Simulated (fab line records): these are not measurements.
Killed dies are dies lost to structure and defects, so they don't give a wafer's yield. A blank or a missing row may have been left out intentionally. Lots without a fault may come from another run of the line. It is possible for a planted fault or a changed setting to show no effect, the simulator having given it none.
Lot-split experiment || flow n5Finfet || route with 1938 steps; 7 lots, 21 wafers read

## THE SPLIT
At N5_BEOL_M0_ETCH_138 (etches SiCN in CH3F/O2, target depth 12 nm, time 31.6 s), the setting sourceW was moved away from the recipe's 395 W on 8 of the 21 wafers read, by +9.0% to +17.4%. For the rest of the wafers, this setting stayed at what the recipe calls for.

The split's own step is where the reading is taken.

## THE READING
rfVppV, in V, at N5_BEOL_M0_ETCH_138 (etches SiCN in CH3F/O2, target depth 12 nm, time 31.6 s). A value of 297.2 V with a standard deviation of 1.7 V is what fault-free wafers of this fab line usually give.

{"wafer": "L076.2", "tool, chamber at the split": "rieDiel-06, 1", "sourceW as run, W": 463.9, "against the recipe": "+17.4%", "rfVppV, V": 280.1, "against lot-mates on the recipe": "no lot-mate on the recipe"}
{"wafer": "L076.4", "tool, chamber at the split": "rieDiel-06, 2", "sourceW as run, W": 463.9, "against the recipe": "+17.4%", "rfVppV, V": 281.8, "against lot-mates on the recipe": "no lot-mate on the recipe"}
{"wafer": "L076.5", "tool, chamber at the split": "rieDiel-06, 2", "sourceW as run, W": 463.9, "against the recipe": "+17.4%", "rfVppV, V": 280.7, "against lot-mates on the recipe": "no lot-mate on the recipe"}
{"wafer": "L078.2", "tool, chamber at the split": "rieDiel-05, 0", "sourceW as run, W": 395, "against the recipe": "recipe", "rfVppV, V": 297.2, "against lot-mates on the recipe": "-"}
{"wafer": "L078.3", "tool, chamber at the split": "rieDiel-05, 3", "sourceW as run, W": 395, "against the recipe": "recipe", "rfVppV, V": 298.0, "against lot-mates on the recipe": "-"}
{"wafer": "L078.4", "tool, chamber at the split": "rieDiel-05, 0", "sourceW as run, W": 395, "against the recipe": "recipe", "rfVppV, V": 296.4, "against lot-mates on the recipe": "-"}
{"wafer": "L079.4", "tool, chamber at the split": "rieDiel-06, 1", "sourceW as run, W": 395, "against the recipe": "recipe", "rfVppV, V": 294.1, "against lot-mates on the recipe": "-"}
{"wafer": "L079.5", "tool, chamber at the split": "rieDiel-06, 0", "sourceW as run, W": 395, "against the recipe": "recipe", "rfVppV, V": 300.1, "against lot-mates on the recipe": "-"}
{"wafer": "L079.6", "tool, chamber at the split": "rieDiel-06, 3", "sourceW as run, W": 437.1, "against the recipe": "+10.7%", "rfVppV, V": 287.6, "against lot-mates on the recipe": -9.5}
{"wafer": "L081.1", "tool, chamber at the split": "rieDiel-05, 1", "sourceW as run, W": 395, "against the recipe": "recipe", "rfVppV, V": 296.2, "against lot-mates on the recipe": "-"}
{"wafer": "L081.2", "tool, chamber at the split": "rieDiel-05, 0", "sourceW as run, W": 452.4, "against the recipe": "+14.5%", "rfVppV, V": 284.5, "against lot-mates on the recipe": -11.8}
{"wafer": "L081.6", "tool, chamber at the split": "rieDiel-05, 1", "sourceW as run, W": 395, "against the recipe": "recipe", "rfVppV, V": 296.4, "against lot-mates on the recipe": "-"}
{"wafer": "L083.3", "tool, chamber at the split": "rieDiel-04, 0", "sourceW as run, W": 395, "against the recipe": "recipe", "rfVppV, V": 295.5, "against lot-mates on the recipe": "-"}
{"wafer": "L083.4", "tool, chamber at the split": "rieDiel-04, 3", "sourceW as run, W": 395, "against the recipe": "recipe", "rfVppV, V": 298.8, "against lot-mates on the recipe": "-"}
{"wafer": "L083.5", "tool, chamber at the split": "rieDiel-04, 1", "sourceW as run, W": 457.4, "against the recipe": "+15.8%", "rfVppV, V": 284.2, "against lot-mates on the recipe": -12.9}
{"wafer": "L084.2", "tool, chamber at the split": "rieDiel-06, 1", "sourceW as run, W": 395, "against the recipe": "recipe", "rfVppV, V": 295.9, "against lot-mates on the recipe": "-"}
{"wafer": "L084.3", "tool, chamber at the split": "rieDiel-06, 3", "sourceW as run, W": 395, "against the recipe": "recipe", "rfVppV, V": 296.1, "against lot-mates on the recipe": "-"}
{"wafer": "L084.6", "tool, chamber at the split": "rieDiel-06, 3", "sourceW as run, W": 395, "against the recipe": "recipe", "rfVppV, V": 296.4, "against lot-mates on the recipe": "-"}
{"wafer": "L096.2", "tool, chamber at the split": "rieDiel-04, 3", "sourceW as run, W": 430.7, "against the recipe": "+9.0%", "rfVppV, V": 290.8, "against lot-mates on the recipe": -9.0}
{"wafer": "L096.4", "tool, chamber at the split": "rieDiel-04, 1", "sourceW as run, W": 395, "against the recipe": "recipe", "rfVppV, V": 299.8, "against lot-mates on the recipe": "-"}
{"wafer": "L096.5", "tool, chamber at the split": "rieDiel-04, 3", "sourceW as run, W": 430.7, "against the recipe": "+9.0%", "rfVppV, V": 288.4, "against lot-mates on the recipe": -11.4}

THE FIT
A straight line over all 21 wafers: rfVppV changes by -0.889 V for each +1% of sourceW; r = -0.97; the points scatter about the line by 1.5 V.
The same after taking each lot's own level away (the mean of its wafers on the recipe; 18 wafers): -0.887 V for each +1%; r = -0.96; scatter 1.6 V.
Per that fit: largest sourceW move, reading shift of 15 V.
Across the lots, their own levels run from 296.13 to 299.80 V, a range of 2.2 times the standard deviation given above.
Hence the lot-to-lot level has little effect on the slope; both slopes agree.
Check: for one of the wafers moved furthest among these (+15.8%), held out of the fit, the line's prediction against its lot-mates is -14.8 V. Against them it came out at -12.9 V.
Tool readings at the split's step, against how far the setting was moved: rfVppV r = -0.97.

## OTHER SPLITS APPLIED TO THESE WAFERS
Before the reading, these wafers also passed through other splits. Each is held against what the fit with the lots' levels taken away leaves over:
{"other split on the same wafers": "N5_DUMMY_GATE_COAT_28 spinRpm", "wafers away from the commonest value": 3, "r with rfVppV (lot level and that fit taken away)": "+0.31"}
{"other split on the same wafers": "N5_SD_EPI_N_ETCH_16 targetDepthA", "wafers away from the commonest value": 5, "r with rfVppV (lot level and that fit taken away)": -0.06}
{"other split on the same wafers": "N5_SDB_ETCH_25 timeS", "wafers away from the commonest value": 4, "r with rfVppV (lot level and that fit taken away)": "+0.08"}
{"other split on the same wafers": "N5_HKMG_FIN_COAT_43 spinRpm", "wafers away from the commonest value": 2, "r with rfVppV (lot level and that fit taken away)": -0.29}
{"other split on the same wafers": "N5_HKMG_FIN_ETCH_55 biasW", "wafers away from the commonest value": 3, "r with rfVppV (lot level and that fit taken away)": "+0.04"}
{"other split on the same wafers": "N5_GATE_CUT_ALD_22 aldCycles", "wafers away from the commonest value": 9, "r with rfVppV (lot level and that fit taken away)": "+0.42"}
{"other split on the same wafers": "N5_GATE_CUT_CMP_23 downForcePsi", "wafers away from the commonest value": 9, "r with rfVppV (lot level and that fit taken away)": "+0.15"}
{"other split on the same wafers": "N5_MOL_CONTACT_COAG_ETCH_15 sourceW", "wafers away from the commonest value": 9, "r with rfVppV (lot level and that fit taken away)": "+0.03"}
{"other split on the same wafers": "N5_MOL_CONTACT_COAG_VIA_ETCH_46 biasW", "wafers away from the commonest value": 5, "r with rfVppV (lot level and that fit taken away)": "+0.03"}
{"other split on the same wafers": "N5_BEOL_M0_SAQP_HM_DEP_02 targetThkA", "wafers away from the commonest value": 6, "r with rfVppV (lot level and that fit taken away)": -0.40}
{"other split on the same wafers": "N5_BEOL_M0_CUTY_EXPOSE_54 doseMj", "wafers away from the commonest value": 11, "r with rfVppV (lot level and that fit taken away)": "+0.20"}

## THE FILE'S OWN FIT
rfVppV changes by -0.87 V for each +1% of sourceW, r = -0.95.
